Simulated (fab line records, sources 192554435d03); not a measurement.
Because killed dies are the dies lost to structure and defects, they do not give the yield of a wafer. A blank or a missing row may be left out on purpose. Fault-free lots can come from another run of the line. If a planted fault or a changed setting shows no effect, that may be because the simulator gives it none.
fab line records	flow n5_finfet
record: lots: 5	wafers: 15	last_day: 17
route steps=1938 shown BEOL_M2@869 BEOL_M4@1111 PASSIVATION@1936
lots that met no fault: from a run of the same line without faults
start_h: the number of hours between the record's first day and the start of the first shown wafer of the lot	wait_h: how many hours have passed since the lot's step before this one	" repeats the value in the row above	L1.1+2: several wafers, shown together as one row	- no value present, or no start provided	* or withheld: withheld	< > ~ a bound
route shown NAME@n: a module of which the file shows steps, and the number in the route of the first	usual: mean/standard deviation taken from wafers without a fault	same: alike in all rows	chamber/n: place in a boat	sites: per-site readings	_std_site: the values' standard deviation	_edge_site: outer sites' mean less inner sites'	radius_mm: how far each site lies from the wafer's centre	mask NAME#n: copy n	behind: the tool/chamber that last shaped the wafer	hold: what put the lot on hold/how long, in hours/how the hold closed	device: transistor that didn't switch, given as n, p or np	end of line: tests run on the same wafers once the route is complete	step lacking rows: just its recipe	killed: not the wafer's yield, but the dies lost to structure and defects at the first sort	map: the dies of a wafer, with x for killed, . for not killed, _ for no die there
set.NAME: the setting the step ran with; set.NAME@STEP: the setting that earlier step ran with	model.NAME: the simulator's own value behind a step, which no gauge read
lots at selected steps of the route; one table per step, one row per wafer
services: a tool's chamber out of use, with start hour (start_h, from the record's first day; less than 0 if before it), hours out, and reason
== steps ==
step: N5_BEOL_M2_COAT_76
recipe: resist: underlayer	temp_c: 205	time_s: 60	spin_rpm: 1500	resist_thk_nm: 5
step: N5_BEOL_M2_COAT_22
recipe: resist: CAR-EUV	spin_rpm: 1500	resist_thk_nm: 30
step: N5_BEOL_M2_EBR_24
recipe: solvent: PGMEA	ebr_width_mm: 1.5
step: N5_BEOL_M2_SOFTBAKE_23
recipe: temp_c: 110	time_s: 60	resist: CAR-EUV
step: N5_BEOL_M2_EXPOSE_25
recipe: mask_id: V1	na: 0.33	source_shape: quasar	sigma_inner: 0.2	sigma_outer: 0.8	polarization: unpolarized	defocus_nm: 5	dose_mj: 63
step: N5_BEOL_M2_PEB_26
recipe: peb_temp_c: 100	peb_time_s: 60	resist: CAR-EUV
step: N5_BEOL_M2_DEVELOP_27
recipe: develop_time_s: 30	developer: TMAH	resist: CAR-EUV	rinse_liquid: surfactant_rinse	dry: air_spin	dev_temp_c: 23
step: N5_BEOL_M2_CD_MEAS_28
recipe: target_cd_nm: 26.2	landing_energy_ev: 500	detector: se_inlens	target_cd_y_nm: 24.1	polarity: opening
usual: cd_nm: 26.23/0.22
lot.wafer	tool	chamber	start_h	wait_h	cd_nm
L353.2	cd_sem-02	0	132.76	-	26.00
L353.3	"	0	"	"	26.02
L353.6	"	0	"	"	25.96
L358.3	cd_sem-03	0	165.13	-	26.28
L358.5	"	0	"	"	26.14
L358.6	"	0	"	"	26.23
L365.3	cd_sem-02	0	204.08	-	26.40
L365.4	"	0	"	"	26.65
L365.5	"	0	"	"	26.39
L372.2	cd_sem-02	0	259.96	-	26.40
L372.4	"	0	"	"	26.41
L372.6	"	0	"	"	26.53
L376.3	cd_sem-03	0	270.66	-	26.53
L376.5	"	0	"	"	26.06
L376.6	"	0	"	"	26.17
step: N5_BEOL_M2_OVL_MEAS_29
recipe: points_per_wafer: 522
usual: V1_OVL: 0.1/0.65
same: points_per_wafer: 522
lot.wafer	tool	chamber	start_h	wait_h	V1_OVL[nm]
L353.2	overlay-02	0	132.80	0.0	0.9
L353.3	"	0	"	"	-0.6
L353.6	"	0	"	"	0.4
L358.3	overlay-02	0	165.17	0.0	0.3
L358.5	"	0	"	"	1.0
L358.6	"	0	"	"	0.1
L365.3	overlay-01	0	204.12	0.0	0.3
L365.4	"	0	"	"	0.3
L365.5	"	0	"	"	0.9
L372.2	overlay-01	0	259.99	0.0	-1.3
L372.4	"	0	"	"	-0.8
L372.6	"	0	"	"	-1.2
L376.3	overlay-02	0	270.70	0.0	-0.5
L376.5	"	0	"	"	-0.3
L376.6	"	0	"	"	-0.6
step: N5_BEOL_M2_INSPECT_30
recipe: mode: adi	inspect_instrument: brightfield
usual: raw_defect_count: 412/96
lot.wafer	tool	chamber	start_h	wait_h	raw_defect_count
L353.2	defect_inspect-02	-	132.85	0.0	263
L353.3	"	-	"	"	291
L353.6	"	-	"	"	377
L358.3	defect_inspect-01	-	165.22	0.0	426
L358.5	"	-	"	"	322
L358.6	"	-	"	"	454
L365.3	defect_inspect-01	-	204.17	0.0	523
L365.4	"	-	"	"	485
L365.5	"	-	"	"	432
L372.2	defect_inspect-01	-	260.05	0.0	326
L372.4	"	-	"	"	519
L372.6	"	-	"	"	377
L376.3	defect_inspect-02	-	270.75	0.0	378
L376.5	"	-	"	"	342
L376.6	"	-	"	"	305
step: N5_BEOL_M2_DESCUM_33
recipe: chemistry: O2	time_s: 7	source_power_w: 50	bias_power_w: 20	pressure_mtorr: 20	rf_frequency_hz: 2.712e+07	temp_c: 40	resist: CAR-EUV	o2_flow_sccm: 225
usual: drypump_motor_current_A: 5.8/0.41	oes_product_au: 0.79/0.089	rf_vpp_V: 243.1/1.2	showerhead_plenum_p_Torr: 2.09/0.059	temp_c: 40.00/0.099	throttle_valve_pct: 20.39/0.26
lot.wafer	tool	chamber	start_h	wait_h	drypump_motor_current_A	oes_product_au	rf_hours_counter_h	rf_vpp_V	showerhead_plenum_p_Torr	temp_c	throttle_valve_pct
L353.2	rie_diel-04	3	133.78	0.9	6.2	0.81	83	241.5	2.02	39.90	20.03
L353.3	"	1	"	"	5.6	0.69	224	245.3	2.16	39.99	20.49
L353.6	"	1	"	"	5.6	0.69	-	243.5	2.16	39.83	20.50
L358.3	rie_diel-03	1	165.25	0.0	5.8	0.69	230	243.4	2.06	40.05	20.63
L358.5	"	2	"	"	6.0	0.76	-	244.0	2.10	39.98	20.19
L358.6	"	1	"	"	5.8	0.69	-	241.3	2.06	39.96	20.62
L365.3	rie_diel-04	3	204.38	0.2	6.2	0.79	110	242.2	2.02	40.09	20.06
L365.4	"	0	"	"	5.7	0.80	-	241.3	2.03	39.95	20.75
L365.5	"	3	"	"	6.2	0.79	-	241.3	2.02	40.23	20.05
L372.2	rie_diel-03	0	260.22	0.2	6.1	0.85	60	241.7	2.04	40.11	20.21
L372.4	"	0	"	"	6.1	0.86	-	242.3	2.04	39.91	20.20
L372.6	"	2	"	"	6.0	0.73	-	243.8	2.09	39.92	20.25
L376.3	rie_diel-04	1	271.35	0.6	5.6	0.93	17	245.5	2.14	39.94	20.18
L376.5	"	1	"	"	5.6	0.93	-	243.1	2.14	39.94	20.18
L376.6	"	0	"	"	5.7	0.77	-	242.6	2.02	39.85	20.80
step: N5_BEOL_M2_ETCH_77
recipe: chemistry: N2/H2	target: underlayer	target_depth_a: 65	mask_material: CAR-EUV	time_s: 5.2	ion_energy_ev: 200	pressure_mtorr: 30	source_w: 840	bias_w: 150	n2_flow_sccm: 200	h2_flow_sccm: 200	ends: cleared
usual: bias_w: 150.0/0.43	drypump_motor_current_A: 5.8/0.4	etch_rf_on_time_s: 5.18/0.077	oes_product_au: 0.68/0.076	rf_vpp_V: 523.8/2.4	showerhead_plenum_p_Torr: 2.54/0.071	throttle_valve_pct: 17.80/0.26
lot.wafer	tool	chamber	start_h	wait_h	bias_w	drypump_motor_current_A	etch_rf_on_time_s	oes_product_au	rf_hours_counter_h	rf_vpp_V	showerhead_plenum_p_Torr	throttle_valve_pct
L353.2	rie_diel-04	3	133.81	0.0	149.5	6.2	5.11	0.69	83	522.6	2.47	17.39
L353.3	"	1	"	"	149.9	5.6	5.19	0.59	224	523.7	2.62	17.93
L353.6	"	1	"	"	149.9	5.6	5.15	0.59	-	525.5	2.62	17.93
L358.3	rie_diel-03	1	165.28	0.0	149.7	5.8	5.22	0.58	230	522.0	2.50	18.05
L358.5	"	2	"	"	150.2	6.0	5.18	0.66	-	524.0	2.55	17.54
L358.6	"	1	"	"	149.3	5.8	5.20	0.60	-	523.3	2.50	18.06
L365.3	rie_diel-04	3	204.41	0.0	149.8	6.2	5.05	0.67	110	521.5	2.46	17.43
L365.4	"	0	"	"	149.3	5.7	5.18	0.68	-	523.9	2.46	18.15
L365.5	"	3	"	"	150.4	6.2	5.06	0.67	-	521.3	2.46	17.44
L372.2	rie_diel-03	0	260.26	0.0	149.8	6.1	5.13	0.72	60	524.2	2.48	17.63
L372.4	"	0	"	"	150.2	6.1	5.20	0.72	-	519.2	2.48	17.66
L372.6	"	2	"	"	150.5	6.0	5.28	0.63	-	524.1	2.54	17.63
L376.3	rie_diel-04	1	271.38	0.0	149.8	5.7	5.14	0.80	17	524.7	2.60	17.59
L376.5	"	1	"	"	150.0	5.7	5.12	0.80	-	523.4	2.60	17.57
L376.6	"	0	"	"	149.9	5.7	5.18	0.65	-	522.3	2.44	18.20
step: N5_BEOL_M2_ETCH_69
recipe: chemistry: CF4	target: SiARC	target_depth_a: 156	mask_material: CAR-EUV	time_s: 26	ion_energy_ev: 80	pressure_mtorr: 40	source_w: 545	bias_w: 36	Ar_flow_sccm: 100	cf4_flow_sccm: 100	ends: cleared
usual: bias_w: 36.00/0.1	drypump_motor_current_A: 5.8/0.4	etch_rf_on_time_s: 25.9/0.36	oes_product_au: 0.68/0.076	rf_vpp_V: 184.0/1.1	showerhead_plenum_p_Torr: 2.14/0.056	throttle_valve_pct: 15.58/0.25
lot.wafer	tool	chamber	start_h	wait_h	bias_w	drypump_motor_current_A	etch_rf_on_time_s	oes_product_au	rf_hours_counter_h	rf_vpp_V	showerhead_plenum_p_Torr	throttle_valve_pct
L353.2	rie_diel-04	3	133.83	0.0	36.01	6.2	25.6	0.69	83	184.6	2.08	15.26
L353.3	"	1	"	"	35.70	5.6	25.9	0.59	224	186.2	2.20	15.69
L353.6	"	1	"	"	35.88	5.6	25.9	0.59	-	185.4	2.20	15.68
L358.3	rie_diel-03	1	165.30	0.0	41.22	5.8	24.9	0.61	230	199.6	2.12	15.91
L358.5	"	2	"	"	36.08	6.0	25.9	0.67	-	183.7	2.16	15.47
L358.6	"	1	"	"	41.12	5.8	24.8	0.61	-	200.8	2.12	15.89
L365.3	rie_diel-04	3	204.43	0.0	36.04	6.2	25.7	0.67	110	182.4	2.07	15.30
L365.4	"	0	"	"	36.10	5.7	25.8	0.69	-	182.9	2.07	15.80
L365.5	"	3	"	"	36.00	6.2	25.7	0.67	-	184.0	2.07	15.31
L372.2	rie_diel-03	0	260.27	0.0	36.09	6.1	25.5	0.73	60	184.4	2.09	15.35
L372.4	"	0	"	"	36.10	6.1	25.6	0.72	-	183.3	2.09	15.36
L372.6	"	2	"	"	36.07	6.0	26.1	0.64	-	183.0	2.15	15.54
L376.3	rie_diel-04	1	271.40	0.0	36.14	5.6	25.6	0.81	17	184.5	2.18	15.30
L376.5	"	1	"	"	35.92	5.6	25.5	0.80	-	186.5	2.18	15.28
L376.6	"	0	"	"	35.72	5.7	26.0	0.66	-	183.6	2.06	15.86
step: N5_BEOL_M2_ALD_98
recipe: material: SiO2	target_thk_a: 25	temp_c: 100	ald_precursor_family: BDEAS	ald_co_reactant: O2-plasma	pulse_time_s: 1	co_reactant_pulse_time_s: 1	purge_time_s: 2	co_reactant_purge_time_s: 2	ald_cycles: 17	pressure_torr: 2
usual: heater_power_w: 80/10	precursor_pulse_height_rel: 0.999/0.018
lot.wafer	tool	chamber	start_h	wait_h	heater_power_w	precursor_pulse_height_rel
L353.2	ald_sin-01	0	133.98	0.1	79	1.001
L353.3	"	1	"	"	74	0.994
L353.6	"	0	"	"	76	0.984
L358.3	ald_sin-03	2	165.38	0.1	72	0.986
L358.5	"	3	"	"	89	0.973
L358.6	"	2	"	"	72	1.027
L365.3	ald_sin-03	1	204.69	0.2	74	0.995
L365.4	"	2	"	"	70	0.991
L365.5	"	1	"	"	75	0.993
L372.2	ald_sin-01	3	260.56	0.3	77	0.984
L372.4	"	1	"	"	74	0.973
L372.6	"	3	"	"	77	1.012
L376.3	ald_sin-01	3	271.98	0.6	76	1.019
L376.5	"	3	"	"	77	1.003
L376.6	"	2	"	"	62	1.002
step: N5_BEOL_M4_RC_MEAS_101
usual: DIBL_N: 35.7/1.3	DIBL_P: 36.0/1.6	IOFF_N: 0.154/0.025	IOFF_P: 0.21/0.034	ION_N: 675/9.7	ION_P: 465/7.4	SS_N: 71.3/0.55	SS_P: 73.1/0.52	VT_N: 250/3	VT_P: -249/3.6
lot.wafer	tool	chamber	start_h	wait_h	DIBL_N[mV/V]	DIBL_P[mV/V]	IOFF_N[nA/um]	IOFF_P[nA/um]	ION_N[uA/um]	ION_P[uA/um]	SS_N[mV/dec]	SS_P[mV/dec]	VT_N[mV]	VT_P[mV]
L353.2	prober-01	0	167.72	0.2	35.3	36.6	0.142	0.20	670	459	71.5	72.6	250	-247
L353.3	"	0	"	"	36.9	39.1	0.190	0.26	699	477	71.5	73.8	244	-247
L353.6	"	0	"	"	36.2	37.3	0.165	0.22	681	468	71.9	73.1	249	-251
L358.3	prober-01	0	196.08	0.3	37.5	37.2	0.202	0.26	687	466	72.1	73.5	246	-246
L358.5	"	0	"	"	38.2	39.8	0.219	0.32	695	478	72.4	74.2	244	-240
L358.6	"	0	"	"	35.8	35.9	0.172	0.24	700	482	71.5	73.4	244	-247
L365.3	prober-01	0	236.68	0.3	38.0	36.2	0.174	0.19	671	450	71.3	73.8	250	-255
L365.4	"	0	"	"	35.4	34.7	0.129	0.17	670	462	70.2	72.9	254	-253
L365.5	"	0	"	"	35.9	34.7	0.136	0.17	671	459	70.4	73.5	251	-254
L372.2	prober-02	0	286.93	0.2	35.1	34.8	0.148	0.18	676	455	71.8	73.1	251	-252
L372.4	"	0	"	"	35.0	35.6	0.155	0.19	675	454	71.3	73.0	247	-254
L372.6	"	0	"	"	34.1	33.9	0.132	0.17	660	448	71.1	72.9	253	-252
L376.3	prober-02	0	302.69	0.3	37.6	36.8	0.171	0.22	672	462	71.6	73.0	248	-248
L376.5	"	0	"	"	36.8	35.1	0.152	0.20	670	456	71.7	73.1	249	-251
L376.6	"	0	"	"	37.0	35.8	0.167	0.20	675	463	71.2	74.0	250	-250
step: N5_PASSIVATION_PROBE_49
usual: defect_limited_yield: 91.6/1.4	killed_at_M0_to_M3: 35/10	killed_at_M4_up: 13/5.3	killed_at_contacts: 12/5.9	killed_at_front_end: 36/9.9	killed_at_other: 3.2/3	killed_dies: 99/16	killed_open: 66/12	killed_short: 32/7.7	sort_bin_5_function: 4.9/0.91	sort_bin_6_memory: 3.2/0.65	sort_n_pass: 1081/16	sort_yield_pct: 91.6/1.4
same: gross_dies: 1180	killed_at_back_side: 0	sort_bin_4_leakage[%]: 0	sort_bin_8_speed[%]: 0
lot.wafer	tool	chamber	start_h	wait_h	defect_limited_yield[%]	killed_at_M0_to_M3	killed_at_M4_up	killed_at_contacts	killed_at_front_end	killed_at_other	killed_dies	killed_open	killed_short	sort_bin_5_function[%]	sort_bin_6_memory[%]	sort_n_pass	sort_yield_pct[%]
L358.3	prober-01	-	299.04	0.1	92.8	45	9	14	15	2	85	54	28	3.9	3.2	1095	92.8
L358.5	prober-01	-	299.14	0.2	93.6	26	7	5	37	0	75	45	28	3.6	2.5	1105	93.6
L358.6	prober-01	-	299.19	0.3	94.3	13	10	5	37	2	67	41	26	3.5	1.9	1113	94.3
killed by level:class
L358.3 MOL_CONTACT_COAG:geometric_particle:open=10 BEOL_M2:geometric_particle:open=9 BEOL_M0_SAQP:geometric_particle:open=8 BEOL_M1:geometric_particle:open=7 BEOL_M1:geometric_particle:short=7 BEOL_M0_SAQP:geometric_particle:short=6 BEOL_M3:geometric_particle:open=5 DUMMY_GATE:geometric_particle:open=4
L358.5 BEOL_M1:geometric_particle:open=7 GATE_CUT:geometric_particle:short=5 BEOL_M2:geometric_particle:open=5 STARTING-WAFER:geometric_particle:short=5 FIN_SAQP:geometric_particle:open=4 GATE_CUT:geometric_particle:open=4 MOL_CONTACT_COAG:geometric_particle:open=4 BEOL_M3:geometric_particle:open=4
L358.6 DUMMY_GATE:geometric_particle:open=7 FIN_SAQP:geometric_particle:open=6 GATE_CUT:geometric_particle:short=6 BEOL_M4:geometric_particle:open=6 BEOL_M0_SAQP:geometric_particle:short=5 MOL_CONTACT_COAG:geometric_particle:open=4 STARTING-WAFER:geometric_particle:open=4 FIN_SAQP:geometric_particle:short=3
== services ==
tool	chamber	start_h	hours	kind
rie_diel-03	2	156.59	4.1	repair
ald_sin-01	3	159.27	3.1	repair
ald_sin-03	-	191.82	6.1	pm
rie_diel-04	1	204.31	-	clean
rie_diel-04	1	204.31	-	consumable_replace:focus_ring
rie_diel-04	1	204.31	27.6	scheduled_down
rie_diel-04	1	204.31	27.6	vent_cycle
ald_sin-01	2	208.67	6.7	repair
rie_diel-03	3	224.41	-	clean
rie_diel-03	3	224.41	-	consumable_replace:focus_ring
rie_diel-03	3	224.41	16.6	scheduled_down
rie_diel-03	3	224.41	16.6	vent_cycle
rie_diel-03	1	241.05	-	clean
rie_diel-03	1	241.05	-	consumable_replace:focus_ring
rie_diel-03	1	241.05	19.3	scheduled_down
rie_diel-03	1	241.05	19.3	vent_cycle
rie_diel-04	0	264.37	1.6	repair
== key ==
first_sign: step: N5_BEOL_M2_ETCH_69	reading: bias_w	direction: up	sigmas: 51	usual: *	struck: *
effect: step: N5_BEOL_M2_ETCH_69	reading: rf_vpp_V	direction: up	sigmas: 15	usual: 184.0	struck: 200.2
met_at N5_BEOL_M2_ETCH_69
struck_wafers L358.3,L358.6
fault: kind: process_parameter_drift	tool: rie_diel-03	chamber: 1	onset_h: 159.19	steps: N5_BEOL_M2_ETCH_69	channel: bias_w	offset: *	shape: step	end_h: 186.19	acts_in: *	stated: *
